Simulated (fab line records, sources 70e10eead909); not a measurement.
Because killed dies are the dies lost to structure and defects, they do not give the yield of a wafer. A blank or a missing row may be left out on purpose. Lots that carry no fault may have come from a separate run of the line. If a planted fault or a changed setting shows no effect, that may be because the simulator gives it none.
Matching of chambers || flow nand harc || rie diel-02 running NHARC_P_GATE_DESCUM_93: 4 sister chambers
The step chemistry O2, time 3 s. 20 wafers are shown with their chamber, then 10 later ones without.

## WAFERS, EACH WITH ITS CHAMBER
{"wafer": "L074.3", "chamber": 2, "drypump motor current A (A)": 5.2, "showerhead plenum p Torr (Torr)": 1.79, "oes product au (a.u.)": 1.016}
{"wafer": "L074.4", "chamber": 3, "drypump motor current A (A)": 5.4, "showerhead plenum p Torr (Torr)": 1.94, "oes product au (a.u.)": 0.992}
{"wafer": "L074.5", "chamber": 1, "drypump motor current A (A)": 5.5, "showerhead plenum p Torr (Torr)": 1.97, "oes product au (a.u.)": 1.004}
{"wafer": "L077.1", "chamber": 2, "drypump motor current A (A)": 5.2, "showerhead plenum p Torr (Torr)": 1.79, "oes product au (a.u.)": 1.004}
{"wafer": "L077.2", "chamber": 1, "drypump motor current A (A)": 5.5, "showerhead plenum p Torr (Torr)": 1.96, "oes product au (a.u.)": 1.009}
{"wafer": "L077.6", "chamber": 1, "drypump motor current A (A)": 5.5, "showerhead plenum p Torr (Torr)": 1.96, "oes product au (a.u.)": 1.008}
{"wafer": "L080.3", "chamber": 1, "drypump motor current A (A)": 5.5, "showerhead plenum p Torr (Torr)": 1.96, "oes product au (a.u.)": 1.009}
{"wafer": "L080.4", "chamber": 0, "drypump motor current A (A)": 5.9, "showerhead plenum p Torr (Torr)": 1.90, "oes product au (a.u.)": 1.003}
{"wafer": "L080.5", "chamber": 2, "drypump motor current A (A)": 5.2, "showerhead plenum p Torr (Torr)": 1.79, "oes product au (a.u.)": 1.009}
{"wafer": "L084.2", "chamber": 2, "drypump motor current A (A)": 5.2, "showerhead plenum p Torr (Torr)": 1.78, "oes product au (a.u.)": 1.012}
{"wafer": "L084.3", "chamber": 0, "drypump motor current A (A)": 6.0, "showerhead plenum p Torr (Torr)": 1.90, "oes product au (a.u.)": 1.005}
{"wafer": "L084.6", "chamber": 3, "drypump motor current A (A)": 5.4, "showerhead plenum p Torr (Torr)": 1.93, "oes product au (a.u.)": 1.005}
{"wafer": "L084.1", "chamber": 3, "drypump motor current A (A)": 5.4, "showerhead plenum p Torr (Torr)": 1.93, "oes product au (a.u.)": 0.997}
{"wafer": "L084.4", "chamber": 1, "drypump motor current A (A)": 5.5, "showerhead plenum p Torr (Torr)": 1.96, "oes product au (a.u.)": 1.006}
{"wafer": "L084.5", "chamber": 2, "drypump motor current A (A)": 5.2, "showerhead plenum p Torr (Torr)": 1.78, "oes product au (a.u.)": 1.009}
{"wafer": "L086.1", "chamber": 3, "drypump motor current A (A)": 5.4, "showerhead plenum p Torr (Torr)": 1.93, "oes product au (a.u.)": 0.995}
{"wafer": "L086.2", "chamber": 2, "drypump motor current A (A)": 5.2, "showerhead plenum p Torr (Torr)": 1.78, "oes product au (a.u.)": 1.012}
{"wafer": "L086.4", "chamber": 1, "drypump motor current A (A)": 5.5, "showerhead plenum p Torr (Torr)": 1.96, "oes product au (a.u.)": 1.013}
{"wafer": "L093.1", "chamber": 2, "drypump motor current A (A)": 5.2, "showerhead plenum p Torr (Torr)": 1.78, "oes product au (a.u.)": 0.998}
{"wafer": "L093.3", "chamber": 0, "drypump motor current A (A)": 5.9, "showerhead plenum p Torr (Torr)": 1.89, "oes product au (a.u.)": 1.018}

SIGNATURES (means of the wafers above)
{"reading": "drypump motor current A", "chamber 0": 5.933, "chamber 1": 5.500, "chamber 2": 5.200, "chamber 3": 5.400, "scatter within a chamber": 0.0204}
{"reading": "showerhead plenum p Torr", "chamber 0": 1.8967, "chamber 1": 1.9617, "chamber 2": 1.7843, "chamber 3": 1.9325, "scatter within a chamber": 0.00498}
{"reading": "oes product au", "chamber 0": 1.00867, "chamber 1": 1.00817, "chamber 2": 1.00857, "chamber 3": 0.99725, "scatter within a chamber": 0.0055}
Rule: a wafer's distance from a chamber is the root of the sum, over the readings, of the square of ((its reading less the chamber's mean) divided by the reading's scatter). If the next closest chamber is less than 2 further off than the closest, the wafer can't be placed; otherwise it belongs to the closest. The scatter: take each reading less its chamber's mean, square it, sum over the shown wafers, divide by the number of wafers less the number of chambers, and take the root.

## WAFERS WITHOUT THEIR CHAMBER
{"wafer": "L093.6", "drypump motor current A (A)": 5.5, "showerhead plenum p Torr (Torr)": 1.95, "oes product au (a.u.)": 1.020}
{"wafer": "L095.1", "drypump motor current A (A)": 5.9, "showerhead plenum p Torr (Torr)": 1.89, "oes product au (a.u.)": 1.012}
{"wafer": "L095.2", "drypump motor current A (A)": 5.5, "showerhead plenum p Torr (Torr)": 1.95, "oes product au (a.u.)": 1.020}
{"wafer": "L095.4", "drypump motor current A (A)": 5.2, "showerhead plenum p Torr (Torr)": 1.78, "oes product au (a.u.)": 1.016}
{"wafer": "L096.1", "drypump motor current A (A)": 5.4, "showerhead plenum p Torr (Torr)": 1.92, "oes product au (a.u.)": 1.002}
{"wafer": "L096.3", "drypump motor current A (A)": 5.5, "showerhead plenum p Torr (Torr)": 1.95, "oes product au (a.u.)": 1.009}
{"wafer": "L096.5", "drypump motor current A (A)": 5.2, "showerhead plenum p Torr (Torr)": 1.78, "oes product au (a.u.)": 1.010}
{"wafer": "L097.1", "drypump motor current A (A)": 5.4, "showerhead plenum p Torr (Torr)": 1.92, "oes product au (a.u.)": 1.005}
{"wafer": "L097.4", "drypump motor current A (A)": 5.2, "showerhead plenum p Torr (Torr)": 1.78, "oes product au (a.u.)": 1.017}
{"wafer": "L097.6", "drypump motor current A (A)": 6.0, "showerhead plenum p Torr (Torr)": 1.89, "oes product au (a.u.)": 1.007}

## CHAMBER TAKEN BY EACH
{"wafer": "L093.6", "from the rows above": 1, "in truth": 1}
{"wafer": "L095.1", "from the rows above": 0, "in truth": 0}
{"wafer": "L095.2", "from the rows above": 1, "in truth": 1}
{"wafer": "L095.4", "from the rows above": 2, "in truth": 2}
{"wafer": "L096.1", "from the rows above": 3, "in truth": 3}
{"wafer": "L096.3", "from the rows above": 1, "in truth": 1}
{"wafer": "L096.5", "from the rows above": 2, "in truth": 2}
{"wafer": "L097.1", "from the rows above": 3, "in truth": 3}
{"wafer": "L097.4", "from the rows above": 2, "in truth": 2}
{"wafer": "L097.6", "from the rows above": 0, "in truth": 0}
Correct placement for 10 of the 10. Not placeable from these rows: 0. Wrongly placed: 0.
